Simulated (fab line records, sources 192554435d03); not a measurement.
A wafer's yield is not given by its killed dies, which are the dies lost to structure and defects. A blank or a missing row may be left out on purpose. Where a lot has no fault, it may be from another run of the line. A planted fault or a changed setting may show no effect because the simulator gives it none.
Comparing a struck lot with a sound one	flow n5Finfet	21 out of 1938 route steps
Sound: the wafers L802.1, L802.3, L802.4. Wafers L793.1, L793.3, L793.4 were the ones struck. At the end, the cause is stated.
Each step with rows lists, per side, the tool, then ch with its chambers, then its first start. Under that, the readings that differ: sound wafers	struck wafers	difference of the means	sigmas: that difference in standard deviations of wafers without a fault.
alike: readings whose means differ by less than 2 such deviations, and words and numbers that are the same on both sides. not compared: withheld readings, readings that some wafer has no value for, bounds like >300 that may hide the same value, and numbers for which the record gives no deviation and whose values overlap.
Wherever a step has rows on one side only, a row that says differs or no value, or a row with sigmas, the two part there. Non-overlapping numbers with no deviation appear without sigmas and do not part them. Lack of a reading on every wafer of one side parts them only where that side has two or more wafers.

first, 9 steps without rows for these wafers: N5_GATE_CUT_COAT_07 (resist thk 30 nm); N5_GATE_CUT_EBR_09; N5_GATE_CUT_SOFTBAKE_08 (time 60 s); N5_GATE_CUT_EXPOSE_10 (exposes mask GATE CUT, target cd 20 nm); N5_GATE_CUT_PEB_11 (peb time 60 s); N5_GATE_CUT_DEVELOP_12 (develop time 30 s); N5_GATE_CUT_DESCUM_18 (chemistry O2, time 7 s); N5_GATE_CUT_ETCH_28 (etches underlayer in N2/H2, target depth 13 nm, time 10.4 s); N5_GATE_CUT_ETCH_36 (etches SiARC in CF4, target depth 13 nm, time 21.7 s).
N5_GATE_CUT_ETCH_37: etches SOC in N2/H2, target depth 60 nm, overetch 12 nm, time 90 s.
  sound on rieDiel-04 ch 0,1,3, day 8 18:05; struck on rieDiel-03 ch 1,2,3, day 6 08:46
  no value came back on the struck wafers for any of 9 readings (biasW (W), chamberPressureMTorr (mTorr) and others); on the sound wafers biasW (W) reads 149.0 150.9 150.5
reading	sound	struck	difference	sigmas
model.underlayer_of_GATE_CUT_COAT_27.thkNm (nm)	0 0 0	10 10 10	+10	
model.CAR-EUV_of_GATE_CUT_COAT_07.thkNm (nm)	0 0 0	7 7.2 7	+7	
model.SiARC_of_GATE_CUT_COAT_35.thkNm (nm)	6 6 5.8	10 10 10	+4	
then, 2 steps without rows for these wafers: N5_GATE_CUT_STRIP_38 (strips in N2/H2); N5_GATE_CUT_STRIP_39 (strips in N2/H2).
N5_GATE_CUT_HM_OPEN_40: chemistry C4F6/O2, target SiO2, target depth 139 nm, time 85.1 s.
  sound on rieDiel-04 ch 0,1,3, day 8 18:10; struck on rieDiel-03 ch 1,2,3, day 6 08:51
reading	sound	struck	difference	sigmas
etchRfOnTimeS (s)	93.0 92.4 91.4	212.7 212.7 212.8	+120.5	+67
oesProductAu (a.u.)	0.64 0.63 0.91	0.28 0.29 0.29	-0.44	-7
rfFwdPowerW (W)	339.9 342.3 341.8	- - -	no value on the struck wafers	
  alike: drypumpMotorCurrentA, oes_f_703_au, rfVppV, showerheadPlenumPTorr, throttleValvePct
  not compared: rfHoursCounterH
then, 2 steps without rows for these wafers: N5_GATE_CUT_STRIP_41 (strips in CF4); N5_GATE_CUT_STRIP_42 (strips in O2).
N5_GATE_CUT_ETCH_19: etches SiNx in CH3F/O2, target depth 53.7 nm, time 76.7 s.
  sound on rieDiel-04 ch 0,1,3, day 8 18:17; struck on rieDiel-03 ch 1,2,3, day 6 08:58
reading	sound	struck	difference	sigmas
etchRfOnTimeS (s)	78.1 77.1 75.2	191.8 191.7 191.7	+114.9	+96
oesProductAu (a.u.)	0.60 0.59 0.86	0.28 0.28 0.29	-0.40	-7
rfFwdPowerW (W)	392.0 392.0 391.9	- - -	no value on the struck wafers	
  alike: CH3F_flow_sccm, O2_flow_sccm, drypumpMotorCurrentA, oes_f_703_au, rfVppV, showerheadPlenumPTorr, throttleValvePct
  not compared: rfHoursCounterH
N5_GATE_CUT_CUT_ETCH_53: etches W in SF6/Cl2, target depth 79.2 nm.
  sound on rieMetal-01 ch 0,1, day 8 18:23; struck on rieMetal-01 ch 0,1, day 6 09:05
reading	sound	struck	difference	sigmas
etchRfOnTimeS (s)	26.1 26.2 26.5	34.3 34.3 34.3	+8.0	+22
oesProductAu (a.u.)	0.72 0.72 0.72	0.31 0.30 0.30	-0.42	-12
throttleValvePct (%)	29.15 29.14 29.06	27.70 27.70 27.63	-1.44	-8
  alike: SF6_flow_sccm, biasW, drypumpMotorCurrentA, mfcCl2Sccm, rfFwdPowerW
  not compared: rfHoursCounterH
N5_GATE_CUT_CUT_ETCH_54: etches TiN in Cl2/BCl3, target depth 96.7 nm.
  sound on rieMetal-01 ch 0,1, day 8 18:27; struck on rieMetal-01 ch 0,1, day 6 09:08
reading	sound	struck	difference	sigmas
etchRfOnTimeS (s)	36.9 36.5 37.1	47.9 47.9 47.9	+11.1	+25
oesProductAu (a.u.)	0.71 0.72 0.72	0.31 0.31 0.31	-0.41	-12
throttleValvePct (%)	22.23 22.24 22.18	22.78 22.77 22.70	+0.53	+4
  alike: bcl3FlowSccm, biasW, drypumpMotorCurrentA, mfcCl2Sccm, rfFwdPowerW
  not compared: rfHoursCounterH
N5_GATE_CUT_CUT_ETCH_55: etches HfO2 in BCl3, target depth 3.2 nm.
  sound on rieMetal-01 ch 0,1, day 8 18:31; struck on rieMetal-01 ch 0,1, day 6 09:12
reading	sound	struck	difference	sigmas
oesProductAu (a.u.)	0.80 0.79 0.81	0.30 0.30 0.30	-0.50	-14
  alike: bcl3FlowSccm, biasW, drypumpMotorCurrentA, rfFwdPowerW, throttleValvePct
  not compared: rfHoursCounterH
N5_BEOL_M4_RC_MEAS_101:
  the record has rows for the sound wafers here (prober-02 ch 0, day 11 17:36) and none for the struck ones
-- the record jumps here: 7 days lie between the struck wafers' starts before and after (it left off in module BEOL_M4 and takes up again in module PASSIVATION, whose first step shown is number 1936 of the route) --
N5_PASSIVATION_PROBE_49:
  sound: prober-01 at day 15 18:01; struck: prober-02 at day 13 19:59
reading	sound	struck	difference	sigmas
defectLimitedYield (%)	88.4 90.0 89.7	0 0 0	-89	-60
killedAtFrontEnd	58 47 53	1122 1103 1117	+1061	+88
killedDies	137 118 121	1180 1180 1180	+1055	+59
killedOnRim	16 16 24	152 152 152	+133	+31
sort_bin_5_function (%)	7.6 6.4 5.8	97.3 96.2 96.0	+89.9	+82
sortNPass	1043 1062 1059	0 0 0	-1055	-59
sortYieldPct (%)	88.4 90.0 89.7	0 0 0	-89	-60
  alike: killed_at_M0_to_M3, killed_at_M4_up, killedAtContacts, killedAtOther, killedOpen, killedShort, sort_bin_6_memory, sort_bin_8_speed

WHERE THEY PART
First at N5_GATE_CUT_ETCH_37; last, within this record, at N5_PASSIVATION_PROBE_49.

WHY: whatever the simulator had introduced
Entire step skipped (rieDiel-03, N5_GATE_CUT_ETCH_37), from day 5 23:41 onward. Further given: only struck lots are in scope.
